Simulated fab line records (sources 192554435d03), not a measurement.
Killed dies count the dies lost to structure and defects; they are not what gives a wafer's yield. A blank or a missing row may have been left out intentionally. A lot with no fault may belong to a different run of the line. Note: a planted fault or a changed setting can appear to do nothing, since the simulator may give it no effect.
Chamber matching | flow n5Finfet | N5_BEOL_M4_ALD_98 on aldSin-01 has 4 sister chambers
The step deposits SiO2, target thk 2.5 nm, pulse time 1 s, co reactant pulse time 1 s. 16 wafers are shown with their chamber, then 8 later ones without.

EACH WAFER AND ITS CHAMBER
wafer  | chamber | heaterPowerW (W) | precursorPulseHeightRel
L074.1 | 2       | 77               | 1.003
L074.3 | 0       | 73               | 0.985
L074.5 | 2       | 77               | 0.986
L078.2 | 3       | 78               | 0.994
L078.4 | 0       | 73               | 1.017
L078.5 | 3       | 80               | 0.980
L084.1 | 3       | 79               | 1.009
L084.3 | 2       | 77               | 0.986
L084.4 | 1       | 73               | 0.966
L085.3 | 1       | 74               | 0.964
L085.5 | 1       | 73               | 1.021
L085.6 | 0       | 74               | 1.028
L087.2 | 3       | 79               | 1.012
L087.4 | 1       | 72               | 1.003
L087.6 | 3       | 81               | 0.978
L088.2 | 2       | 77               | 0.960

SIGNATURES (averages over the wafers above)
reading                 | chamber 0 | chamber 1 | chamber 2 | chamber 3 | scatter within a chamber
heaterPowerW            | 73.33     | 73.00     | 77.00     | 79.40     | 0.81
precursorPulseHeightRel | 1.01000   | 0.98850   | 0.98375   | 0.99460   | 0.021
Rule: a wafer's distance from a chamber is the root of the sum, over the readings, of the square of ((its reading less the chamber's mean) divided by the reading's scatter). The wafer belongs to the nearest chamber; if the next one is less than 2 further off, it can't be placed. The scatter: take each reading less its chamber's mean, square it, sum over the shown wafers, divide by the number of wafers less the number of chambers, and take the root.

WAFERS WITHOUT THEIR CHAMBER
wafer  | heaterPowerW (W) | precursorPulseHeightRel
L088.3 | 74               | 0.952
L088.5 | 76               | 1.023
L091.2 | 72               | 1.011
L091.4 | 74               | 0.978
L091.6 | 71               | 0.962
L095.1 | 76               | 1.016
L095.5 | 80               | 0.979
L095.6 | 75               | 0.988

WHICH CHAMBER EACH ONE RAN IN
wafer  | from the rows above          | in truth
L088.3 | can't be placed: 1 or 0 or 2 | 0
L088.5 | can't be placed: 2 or 0 or 1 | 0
L091.2 | can't be placed: 1 or 0      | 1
L091.4 | can't be placed: 1 or 0      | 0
L091.6 | can't be placed: 1 or 0      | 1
L095.1 | can't be placed: 2 or 0 or 1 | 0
L095.5 | 3                            | 3
L095.6 | can't be placed: 0 or 1 or 2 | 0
1 of 8 placed correctly. These rows do not allow placing 7 (true chamber among the candidates in 7). Placed wrongly: 0.
